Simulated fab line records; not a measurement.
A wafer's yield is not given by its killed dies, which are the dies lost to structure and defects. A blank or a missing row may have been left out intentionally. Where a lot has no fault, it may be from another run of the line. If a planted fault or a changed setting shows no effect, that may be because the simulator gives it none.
Split-lot trial | flow n5_finfet | 7 lots, 21 wafers read, on a route of 1938 steps

## THE SPLIT ITSELF
At N5_BEOL_M5_TRENCH_ETCH_37 (etches SiCOH lowk in C4F6/O2, target depth 71.652 nm, time 24.7 s), the setting bias_w was moved away from the recipe's 185 W on 8 of the 21 wafers read, by -18.0% to +16.3%. This setting was run at the recipe's value on the other wafers.

## FROM THE SPLIT TO THE READING: what the file shows between them, 2 steps
- N5_BEOL_M5_ETCH_41: etches SiCN in CH3F/O2, target depth 31.5 nm, time 56.7 s (also split here: source_w)
- N5_BEOL_M5_STRIP_91: strips in N2/H2, time 10 s

## THE READING
trench_depth_nm, in nm, at N5_BEOL_M5_OCD_MEAS_38. On this fab line, fault-free wafers typically give 71.8 nm with a standard deviation of 1.3 nm.

wafer  | tool, chamber at the split | bias_w as run, W | against the recipe | trench_depth_nm, nm | against lot-mates on the recipe
L078.2 | rie_diel-04, 3             | 185              | recipe             | 71.6                | -
L078.4 | rie_diel-04, 1             | 185              | recipe             | 71.3                | -
L078.5 | rie_diel-04, 2             | 185              | recipe             | 74.6                | -
L082.3 | rie_diel-04, 3             | 151.7            | -18.0%             | 66.3                | -5.5
L082.4 | rie_diel-04, 1             | 185              | recipe             | 72.3                | -
L082.5 | rie_diel-04, 1             | 185              | recipe             | 71.4                | -
L087.2 | rie_diel-02, 2             | 185              | recipe             | 70.9                | -
L087.3 | rie_diel-02, 0             | 195.1            | +5.5%              | 73.9                | +3.2
L087.6 | rie_diel-02, 1             | 185              | recipe             | 70.4                | -
L089.2 | rie_diel-02, 2             | 215.2            | +16.3%             | 74.7                | +3.3
L089.3 | rie_diel-02, 3             | 215.2            | +16.3%             | 75.3                | +3.9
L089.5 | rie_diel-02, 1             | 185              | recipe             | 71.4                | -
L088.1 | rie_diel-06, 3             | 153              | -17.3%             | 66.4                | no lot-mate on the recipe
L088.2 | rie_diel-06, 1             | 153              | -17.3%             | 68.1                | no lot-mate on the recipe
L088.3 | rie_diel-06, 0             | 153              | -17.3%             | 66.7                | no lot-mate on the recipe
L092.1 | rie_diel-06, 2             | 185              | recipe             | 72.2                | -
L092.2 | rie_diel-06, 1             | 185              | recipe             | 72.2                | -
L092.5 | rie_diel-06, 0             | 185              | recipe             | 71.2                | -
L095.1 | rie_diel-02, 2             | 203.4            | +9.9%              | 75.8                | +5.4
L095.4 | rie_diel-02, 3             | 185              | recipe             | 70.4                | -
L095.6 | rie_diel-02, 3             | 185              | recipe             | 70.4                | -

FIT RESULTS
A straight line over all 21 wafers: trench_depth_nm changes by +0.263 nm for each +1% of bias_w; r = +0.92; the points scatter about the line by 1.1 nm.
The same after taking each lot's own level away (the mean of its wafers on the recipe; 18 wafers): +0.29 nm for each +1%; r = +0.89; scatter 1.1 nm.
According to that fit, moving bias_w by its largest amount changes the reading by 5.2 nm.
From 70.40 to 72.50 nm: that is the span of the lots' own levels, equal to 1.6 times the standard deviation above.
So the lot-to-lot level changes the slope little: the two slopes agree.
Check: -4.78 nm against its lot-mates is what the line predicts for one of the wafers moved furthest among these (-18.0%) when that wafer is left out of the fit. Against them it came out at -5.55 nm.
Tool readings at the split's step, against how far the setting was moved: rf_vpp_V r = +0.96.

## OTHER SPLITS APPLIED TO THESE WAFERS
These wafers also went through other splits before the reading. Each is held against what the fit with the lots' levels taken away leaves over:
other split on the same wafers   | wafers away from the commonest value | r with trench_depth_nm (lot level and that fit taken away)
N5_BEOL_M2_TRENCH_ETCH_37 bias_w | 7                                    | -0.17
N5_BEOL_M3_COAT_76 spin_rpm      | 6                                    | -0.02
N5_BEOL_M4_COAT_05 spin_rpm      | 7                                    | +0.00
N5_BEOL_M4_ETCH_64 time_s        | 7                                    | -0.13
N5_BEOL_M5_ETCH_41 source_w      | 7                                    | +0.34

## THE WHOLE CHAIN: every reading that the file lists as answering this split, in the file's order
step                      | what it does                                                      | reading         | change (the file's fit)               | r (the file's)
N5_BEOL_M5_TRENCH_ETCH_37 | etches SiCOH lowk in C4F6/O2, target depth 71.652 nm, time 24.7 s | rf_vpp_V        | +4.54 V for each +1% of the setting   | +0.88
N5_BEOL_M5_OCD_MEAS_38    |                                                                   | trench_depth_nm | +0.318 nm for each +1% of the setting | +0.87

## THE FILE'S OWN FIT
trench_depth_nm changes by +0.318 nm for each +1% of bias_w, r = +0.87.
